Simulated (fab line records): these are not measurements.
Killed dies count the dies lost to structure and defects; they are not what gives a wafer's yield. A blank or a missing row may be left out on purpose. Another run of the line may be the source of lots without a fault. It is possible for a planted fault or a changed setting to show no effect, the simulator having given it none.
Chamber matching	flow n5 finfet	3 sister chambers for N5_BEOL_M5_CVD_47 on cvd co-01
The step deposits Co from CCTBA/H2, target thk 3 nm, time 216 s. 6 wafers are shown with their chamber, then 7 later ones without.

== WAFERS, EACH WITH ITS CHAMBER ==
wafer	chamber	chamber pressure Torr (Torr)
L898.2	0	30.06
L901.1	0	29.99
L901.3	2	29.96
L901.4	1	30.01
L902.3	2	29.90
L902.4	1	30.01

== WAFERS WITHOUT THEIR CHAMBER ==
wafer	chamber pressure Torr (Torr)
L902.5	29.93
L900.1	29.98
L900.5	29.92
L900.6	29.88
L919.3	29.95
L919.4	30.12
L919.6	29.93

== THE CHAMBER EACH PASSED THROUGH ==
wafer	from the rows above	in truth
L902.5	2	2
L900.1	can't be placed: 1 or 0 or 2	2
L900.5	2	2
L900.6	2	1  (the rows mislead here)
L919.3	can't be placed: 2 or 1 or 0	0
L919.4	can't be placed: 0 or 1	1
L919.6	2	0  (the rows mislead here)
Correctly placed: 2 of 7. These rows do not allow placing 3 (true chamber among the candidates in 3). 2 placed wrongly.
How it was worked out, from the rows above alone: a wafer's distance from a chamber is the root of the sum, over the readings, of the square of ((its reading less the chamber's mean) divided by the reading's scatter). The wafer belongs to the nearest chamber; if the next one is less than 2 further off, it can't be placed. The mean given for a chamber averages the wafers shown for that chamber. The scatter: take each reading less its chamber's mean, square it, sum over the shown wafers, divide by the number of wafers less the number of chambers, and take the root.
